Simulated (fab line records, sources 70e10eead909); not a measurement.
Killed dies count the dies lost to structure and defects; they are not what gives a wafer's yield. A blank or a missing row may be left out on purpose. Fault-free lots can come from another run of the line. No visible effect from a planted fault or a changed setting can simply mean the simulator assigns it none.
Chamber matching -- flow nand_harc -- rie_diel-12 running NHARC_A_BONDPAD_STRIP_15: 4 sister chambers
The step strips in O2. 14 wafers are shown with their chamber, then 7 later ones without.

EACH WAFER AND ITS CHAMBER
wafer,chamber,showerhead_plenum_p_Torr (Torr),drypump_motor_current_A (A),oes_product_au (a.u.)
L282.2,2,3.72,5.77,1.000
L282.3,3,3.42,5.92,0.991
L282.6,3,3.42,5.90,0.998
L281.1,3,3.42,5.91,1.011
L281.3,2,3.72,5.75,1.003
L281.4,1,3.67,6.19,1.005
L283.2,1,3.67,6.20,0.998
L283.3,0,3.37,5.99,0.980
L283.6,0,3.37,5.98,0.989
L286.3,2,3.72,5.77,1.007
L286.4,1,3.67,6.20,1.003
L286.5,0,3.37,5.99,0.990
L293.2,1,3.66,6.21,0.995
L293.5,1,3.66,6.19,0.999

SIGNATURES, as means of the wafers listed above
reading,chamber 0,chamber 1,chamber 2,chamber 3,scatter within a chamber
showerhead_plenum_p_Torr,3.3700,3.6660,3.7200,3.4200,0.00346
drypump_motor_current_A,5.9867,6.1980,5.7633,5.9100,0.00902
oes_product_au,0.98633,1.00000,1.00333,1.00000,0.00596
Rule: distance of a wafer from a chamber = root of the sum over the readings of ((wafer's reading minus chamber's mean) / reading's scatter) squared. The wafer belongs to the nearest chamber; if the next one is less than 2 further off, it can't be placed. The scatter: take each reading less its chamber's mean, square it, sum over the shown wafers, divide by the number of wafers less the number of chambers, and take the root.

WAFERS MISSING THEIR CHAMBER
wafer,showerhead_plenum_p_Torr (Torr),drypump_motor_current_A (A),oes_product_au (a.u.)
L293.6,3.72,5.77,1.007
L296.1,3.42,5.93,0.991
L296.2,3.72,5.79,0.983
L296.3,3.66,6.17,0.988
L299.1,3.42,5.91,0.996
L299.2,3.66,6.21,0.997
L299.4,3.42,5.92,1.000

EACH ONE'S CHAMBER
wafer,from the rows above,in truth
L293.6,2,2
L296.1,3,3
L296.2,2,2
L296.3,1,1
L299.1,3,3
L299.2,1,1
L299.4,3,3
7 of 7 placed correctly. Not placeable from these rows: 0. Wrongly placed: 0.
